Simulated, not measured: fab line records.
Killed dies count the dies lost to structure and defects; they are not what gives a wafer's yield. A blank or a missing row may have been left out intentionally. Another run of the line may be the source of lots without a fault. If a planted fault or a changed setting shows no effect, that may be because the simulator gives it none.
Struck lot and sound lot, side by side / flow nand-harc / 14 steps out of a route of 1159
Sound: these wafers, L114.4, L114.5, L114.6. Struck: wafers L122.1, L122.4, L122.5. At the end, the cause is stated.
Order at every step that has rows: each side's tool, ch and its chambers, its first start. Under that, the readings that differ: sound wafers / struck wafers / difference of the means / sigmas: that difference in standard deviations of wafers without a fault.
alike: same words and numbers on both sides, and readings whose means sit less than 2 such deviations apart. not compared: any withheld reading, any reading some wafer has no value for, any bound like >300 that may hide the same value, and any number with overlapping values for which the record gives no deviation.
Wherever a step has rows on one side only, a row that says differs or no value, or a row with sigmas, the two part there. Numbers that don't overlap but have no deviation are shown without sigmas and don't part them. A reading that every wafer of one side lacks parts them only if that side has two wafers or more.

first, 1 step without rows for these wafers: NHARC_A_CONTACT_STRIP_27 (strips in post etch residue remover, time 600 s).
NHARC_A_CONTACT_ALD_18: deposits TiN, target thk 3 nm, pulse time 1 s, ald cycles 150.
  sound on ald-metal-04 ch 1,2, day 17 14:04; struck on ald-metal-04 ch 1,2,3, day 19 13:26
  alike: heater-power-outer-w, heater-power-w, precursor-pulse-height-rel
NHARC_A_CONTACT_CVD_19: deposits W, target thk 300 nm, time 802 s.
  sound: cvd-w-02 ch 0,1; struck: cvd-w-02 ch 0,1
  alike: heater-power-outer-w, heater-power-w, throttle-valve-pct
NHARC_A_CONTACT_CMP_20: polishes, t overpolish 30 s, target thk 300 nm.
  sound on cmp-01 ch 0,2,3, day 17 17:46; struck on cmp-02 ch 0,1, day 19 15:07
  alike: edge-zone-pressure-frac, motor-current-A, overpolish-run-s, time-to-endpoint-s
after that, 1 step had no rows for these wafers: NHARC_A_CONTACT_SRD_22.
NHARC_A_CONTACT_INSPECT_23:
  sound on defect-inspect-02 at day 17 18:07; struck on defect-inspect-01 at day 19 15:31
reading=raw-defect-count; sound=354 358 435; struck=745 796 465; difference=+286; sigmas=+2
then, 5 steps without rows for these wafers: NHARC_A_BLC_DEHYDRATE_00 (time 120 s); NHARC_A_BLC_HMDS_01 (time 30 s); NHARC_A_BLC_COAT_02 (time 75 s); NHARC_A_BLC_COAT_03 (time 65 s); NHARC_A_BLC_COAT_04 (resist thk 90 nm).
NHARC_A_BLC_SOFTBAKE_05: time 55 s.
  sound on litho-track-01 ch 0, day 17 18:00; struck on litho-track-06 ch 0, day 19 15:00
reading=heater-power-total-W (W); sound=188.71 188.37 188.37; struck=192.17 192.58 192.44; difference=+3.91; sigmas=+30
reading=plate-temp-C (C); sound=104.87 104.88 104.90; struck=106.62 106.56 106.69; difference=+1.74; sigmas=+14
after that, 1 step had no rows for these wafers: NHARC_A_BLC_EBR_06.
NHARC_END_SORT_01:
  sound on prober-01 ch 0, day 20 02:40; struck on prober-02 ch 0, day 21 11:22
  alike: killed-at-array, killed-at-other, killed-at-periphery, killed-dies, killed-open, killed-short

WHERE THEY PART
Earliest at NHARC_A_CONTACT_INSPECT_23; latest, in this record, at NHARC_A_BLC_SOFTBAKE_05. Later steps at which nothing parts them and some readings are alike: NHARC_END_SORT_01.

WHY: what the simulator had put in
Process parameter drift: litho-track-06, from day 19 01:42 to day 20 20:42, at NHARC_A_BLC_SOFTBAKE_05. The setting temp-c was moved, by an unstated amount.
